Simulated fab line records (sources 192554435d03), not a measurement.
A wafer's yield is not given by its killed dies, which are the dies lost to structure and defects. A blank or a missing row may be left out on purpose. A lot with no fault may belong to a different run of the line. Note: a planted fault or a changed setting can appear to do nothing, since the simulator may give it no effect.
Which of the tools did it? | flow n5Finfet | 12 lots (36 wafers sampled), 1 step of a 1938-step route

WHAT THE GAUGES READ, wafer by wafer
N5_BEOL_M12_OCD_MEAS_35.
lot  | measured     | on     | trenchDepthNm (nm)
L175 | day 11 02:51 | ocd-01 | 316 315 318
L177 | day 11 08:26 | ocd-01 | 319 314 318
L178 | day 11 12:51 | ocd-01 | 313 319 319
L179 | day 11 23:31 | ocd-02 | 326 314 325
L180 | day 12 08:23 | ocd-02 | 320 319 316
L182 | day 12 16:56 | ocd-02 | 320 317 314
L181 | day 12 22:06 | ocd-01 | 323 314 322
L185 | day 13 18:05 | ocd-02 | 321 320 319
L196 | day 15 21:25 | ocd-02 | 319 324 323
L195 | day 16 09:56 | ocd-01 | 317 326 320
L194 | day 17 01:57 | ocd-01 | 317 309 313
L198 | day 17 22:27 | ocd-01 | 319 317 308

EACH LOT AND THE TOOL THAT RAN IT (in order: tool; ch and the chambers of the sampled wafers; start)
The record shows no process step preceding these readings.

WHAT THE TOOLS THEMSELVES READ (means of the sampled wafers that have a number; where no wafer has one, the mark that the record gives instead)
The record holds no such reading with a usual standard deviation.

THE ANSWER, worked out from the rows above alone
Rule: usual is defined by the lots themselves. The widest of any qualifying gaps counts: lots, ordered by their means at a reading, are off when they make up no more than a third of the lots, leave a main group of 4 or more, and stand apart from it by 3 or more times the standard deviation of that group's means. A main group whose means are all the same, to the digits that the tables above print for the reading, isn't used. Also off: a lot with no number at a reading for which 4 or more lots have one. Any other lot the step has rows for is counted as sound. After the gauges, taken in route order, come the tools' own readings; for these a lot's mean is taken, as printed above. The first step at which some lot is off is used, and at that step the reading that is off furthest; a lot without a number counts as furthest.
None of the lots is off at any reading shown; this tells nothing.

WHAT THE SIMULATOR HAD PUT IN
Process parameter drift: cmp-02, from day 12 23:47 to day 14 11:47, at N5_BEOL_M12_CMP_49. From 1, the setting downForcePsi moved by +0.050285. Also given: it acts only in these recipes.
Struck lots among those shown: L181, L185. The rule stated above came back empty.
